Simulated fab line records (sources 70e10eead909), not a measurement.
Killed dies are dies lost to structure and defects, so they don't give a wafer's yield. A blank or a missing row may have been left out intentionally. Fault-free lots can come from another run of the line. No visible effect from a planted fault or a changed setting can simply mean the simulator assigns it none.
Chamber matching | flow nand_harc | 3 sister chambers for NHARC_A_SGD_CUT_DEP_00 on pecvd-03
The step deposits SiNx, target thk 50 nm. 20 wafers are shown with their chamber, then 10 later ones without.

== WAFERS, EACH WITH ITS CHAMBER ==
wafer  | chamber | heater_power_w (W)
L077.1 | 1       | 627
L077.3 | 2       | 691
L077.5 | 1       | 630
L079.1 | 0       | 792
L079.4 | 1       | 566
L079.5 | 2       | 683
L079.2 | 1       | 571
L079.3 | 2       | 674
L079.6 | 0       | 768
L080.3 | 2       | 690
L080.4 | 1       | 657
L080.5 | 1       | 671
L081.1 | 2       | 725
L081.3 | 0       | 820
L081.4 | 2       | 720
L081.2 | 1       | 700
L081.5 | 1       | 542
L081.6 | 0       | 791
L085.1 | 0       | 790
L085.2 | 2       | 659

SIGNATURES (averages over the wafers above)
reading        | chamber 0 | chamber 1 | chamber 2 | scatter within a chamber
heater_power_w | 792.20    | 620.50    | 691.71    | 39.6
Rule: for a wafer and a chamber, the distance is found by dividing, reading by reading, the gap between the wafer's reading and the chamber's mean by the reading's scatter, squaring, summing and taking the root. The wafer belongs to the nearest chamber; if the next one is less than 2 further off, it can't be placed. How the scatter is found: for the shown wafers, subtract from each reading the mean of its chamber, square and add these, divide the total by (wafers less chambers), then take the root.

== WAFERS WITH NO CHAMBER GIVEN ==
wafer  | heater_power_w (W)
L085.5 | 662
L088.2 | 869
L088.4 | 610
L088.5 | 637
L091.2 | 806
L091.4 | 557
L091.5 | 672
L094.1 | 562
L094.2 | 662
L094.4 | 577

== WHICH CHAMBER EACH ONE RAN IN ==
wafer  | from the rows above     | in truth
L085.5 | can't be placed: 2 or 1 | 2
L088.2 | 0                       | 0
L088.4 | can't be placed: 1 or 2 | 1
L088.5 | can't be placed: 1 or 2 | 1
L091.2 | 0                       | 0
L091.4 | can't be placed: 1 or 2 | 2
L091.5 | can't be placed: 2 or 1 | 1
L094.1 | can't be placed: 1 or 2 | 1
L094.2 | can't be placed: 2 or 1 | 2
L094.4 | can't be placed: 1 or 2 | 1
2 of 10 placed correctly. Not placeable from these rows: 8 (in 8, the candidates include the true chamber). 0 placed wrongly.
